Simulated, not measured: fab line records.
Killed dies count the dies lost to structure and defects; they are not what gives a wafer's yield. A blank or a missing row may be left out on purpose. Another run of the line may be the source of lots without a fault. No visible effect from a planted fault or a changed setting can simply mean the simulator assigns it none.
Matching of chambers + flow nandHarc + NHARC_A_WL_FILL_ALD_02 on aldMetal-03: 4 sister chambers
The step deposits TiN, target thk 2 nm, pulse time 3 s, ald cycles 100. 14 wafers are shown with their chamber, then 7 later ones without.

== WAFERS PAIRED WITH THEIR CHAMBERS ==
| wafer  | chamber | heaterPowerOuterW (W) | heaterPowerW (W) | precursorPulseHeightRel |
|--------|---------|-----------------------|------------------|-------------------------|
| L079.2 | 1       | 853                   | 1241             | 0.976                   |
| L079.5 | 3       | 696                   | 1109             | 0.982                   |
| L079.6 | 2       | 974                   | 1343             | 1.002                   |
| L081.1 | 0       | 647                   | 1195             | 1.005                   |
| L081.3 | 3       | 689                   | 1113             | 0.996                   |
| L081.5 | 1       | 865                   | 1274             | 0.993                   |
| L083.1 | 1       | 909                   | 1268             | 1.010                   |
| L083.2 | 3       | 673                   | 1138             | 0.978                   |
| L083.4 | 0       | 681                   | 1145             | 0.990                   |
| L086.1 | 1       | 885                   | 1247             | 0.991                   |
| L086.2 | 0       | 628                   | 1093             | 1.015                   |
| L086.5 | 2       | 948                   | 1329             | 1.028                   |
| L089.2 | 0       | 648                   | 1116             | 1.006                   |
| L089.4 | 3       | 663                   | 1101             | 1.018                   |

SIGNATURES (means of the wafers above)
| reading                 | chamber 0 | chamber 1 | chamber 2 | chamber 3 | scatter within a chamber |
|-------------------------|-----------|-----------|-----------|-----------|--------------------------|
| heaterPowerOuterW       | 651.00    | 878.00    | 961.00    | 680.25    | 20.7                     |
| heaterPowerW            | 1137.25   | 1257.50   | 1336.00   | 1115.25   | 27.3                     |
| precursorPulseHeightRel | 1.00400   | 0.99250   | 1.01500   | 0.99350   | 0.0149                   |
Rule: a wafer lies at a distance from a chamber equal to the root of the sum of squares, over the readings, of (its reading less the chamber's mean, divided by the reading's scatter). If the next closest chamber is less than 2 further off than the closest, the wafer can't be placed; otherwise it belongs to the closest. The scatter: the root of (the sum of the squares of (reading less its chamber's mean) over the shown wafers, divided by (wafers less chambers)).

== WAFERS MISSING THEIR CHAMBER ==
| wafer  | heaterPowerOuterW (W) | heaterPowerW (W) | precursorPulseHeightRel |
|--------|-----------------------|------------------|-------------------------|
| L089.5 | 998                   | 1343             | 0.997                   |
| L090.2 | 662                   | 1124             | 0.972                   |
| L090.5 | 660                   | 1125             | 0.994                   |
| L090.6 | 626                   | 1113             | 1.008                   |
| L094.1 | 646                   | 1112             | 0.991                   |
| L094.3 | 985                   | 1337             | 1.009                   |
| L094.6 | 664                   | 1094             | 1.002                   |

== WHICH CHAMBER EACH ONE RAN IN ==
| wafer  | from the rows above     | in truth |
|--------|-------------------------|----------|
| L089.5 | 2                       | 2        |
| L090.2 | can't be placed: 3 or 0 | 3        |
| L090.5 | can't be placed: 0 or 3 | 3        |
| L090.6 | can't be placed: 0 or 3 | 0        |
| L094.1 | can't be placed: 0 or 3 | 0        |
| L094.3 | 2                       | 2        |
| L094.6 | can't be placed: 3 or 0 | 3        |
Correct placement for 2 of the 7. Not placeable from these rows: 5 (in 5, the candidates include the true chamber). Wrongly placed: 0.
